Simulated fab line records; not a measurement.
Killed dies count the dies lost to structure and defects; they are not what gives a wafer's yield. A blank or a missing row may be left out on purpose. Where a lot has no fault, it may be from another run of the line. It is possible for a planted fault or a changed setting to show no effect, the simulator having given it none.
Code-filled problem report in 8D (eight disciplines) form / flow n5Finfet / the parts of the form that need people (team, actions taken, sign-off) are left out

== 1. THE PROBLEM ==
Mean of rawDefectCount at N5_BEOL_M14_INSPECT_55: 427 across 9 wafers in 3 lots; on wafers with no fault it is 73 (standard deviation 23). That puts it +15 standard deviations away from the usual mean.
The step: inspects for defects (darkfield).
Seen first at day 16 00:29 on defectInspect-01, wafer L347.2. At this step, 21 wafers from 7 lots have a number in the record. Rule for "out" (also "out of limits"): further than 4 standard deviations from the usual mean. The rest of the wafers with a number are treated as sound.

== 2. WHAT THIS IS AND IS NOT ==
question=which readings at this step | is=rawDefectCount | is not=-
question=which lots | is=L347, L348, L351 | is not=L334, L345, L352, L353
question=which wafers of those lots | is=all that have a number | is not=-
question=read on which gauges | is=defectInspect-01, defectInspect-02 | is not=-
question=when | is=from day 16 00:29 | is not=up to then (6 sound wafers); but 6 sound wafers of L352, L353 came after

== 3. THE SUSPECTS, EACH WITH WHAT RULES IT OUT ==
Counting: a tool at any process step up to the reading remains a suspect when it ran all the lots that are out and ran no sound lot after the first of those.
- ruled out: the gauge at N5_BEOL_M14_INSPECT_55. 2 gauges (defectInspect-01, defectInspect-02) read the wafers that are out.
- rtpAnneal-01 at N5_BEOL_M14_ANNEAL_48 (time 90 s): kept. It ran every lot that is out, first L347 (day 15 23:46), and no sound lot after that.
- cmp-03 at N5_BEOL_M14_CMP_49 (polishes, stops on SiO2, t overpolish 5.2 s, target thk 560 nm): ruled out as a lasting fault. After its first lot that is out, L347 (day 16 00:02), sound lots L353 ran on it.
- pecvd-02 at N5_BEOL_M14_DEP_53 (deposits SiCN from 3MS/NH3, target thk 50 nm, time 17.8 s): kept. It processed each lot that is out, first L347 at day 16 00:23, and no sound lot thereafter; up to then, the last sound lot it processed was L345 at day 15 20:43.
Left after counting: rtpAnneal-01 at N5_BEOL_M14_ANNEAL_48, pecvd-02 at N5_BEOL_M14_DEP_53.

== 4. THE CAUSE (what the simulator had put in) ==
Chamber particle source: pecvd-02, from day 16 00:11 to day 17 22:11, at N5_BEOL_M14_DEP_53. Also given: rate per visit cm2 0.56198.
Of the 2 suspects that counting leaves, this tool is one.

== 5. THE CHAIN OF EFFECTS, in route order ==
One row per reading whose mean, taken over the struck wafers that have a number, lies over 3 standard deviations from the usual. Scope: only readings with a usual standard deviation given in the record; hours: median across lots of the time from each lot's start at the first step in this table that gives one to its start at this step; sigmas: change in usual standard deviations.
hours=0; step=N5_BEOL_M14_INSPECT_55; reading=rawDefectCount; usual=73; on struck wafers=427; change=+354; sigmas=+15
hours=24; step=N5_PASSIVATION_PROBE_49; reading=defectLimitedYield; usual=91.1 %; on struck wafers=84.5; change=-6.6; sigmas=-4.4
hours=24; step=N5_PASSIVATION_PROBE_49; reading=killed_at_M4_up; usual=13; on struck wafers=107; change=+94; sigmas=+17
hours=24; step=N5_PASSIVATION_PROBE_49; reading=killedDies; usual=105; on struck wafers=182; change=+77; sigmas=+4.3
hours=24; step=N5_PASSIVATION_PROBE_49; reading=sort_bin_5_function; usual=5.1 %; on struck wafers=9.9; change=+4.8; sigmas=+5.2
hours=24; step=N5_PASSIVATION_PROBE_49; reading=sortNPass; usual=1075; on struck wafers=997; change=-78; sigmas=-4.3
hours=24; step=N5_PASSIVATION_PROBE_49; reading=sortYieldPct; usual=91.1 %; on struck wafers=84.5; change=-6.6; sigmas=-4.4
Its process steps:
- N5_PASSIVATION_PROBE_49

== 6. HOW IT WOULD HAVE BEEN CAUGHT EARLIER ==
Counted from the fault's start at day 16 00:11, it took 0 hours until the first out-of-limits reading at a measuring or inspecting step in this record, taken at day 16 00:29.
An alarm limit of 4 standard deviations would not have fired on the tool readings at N5_BEOL_M14_DEP_53 for which the record gives a usual standard deviation, since none of them was out on any struck wafer.
Among the 3 lots that are out, L348, L351 began N5_BEOL_M14_DEP_53 on pecvd-02 after day 16 00:29. A hold on the tool at that time would have spared those 2.
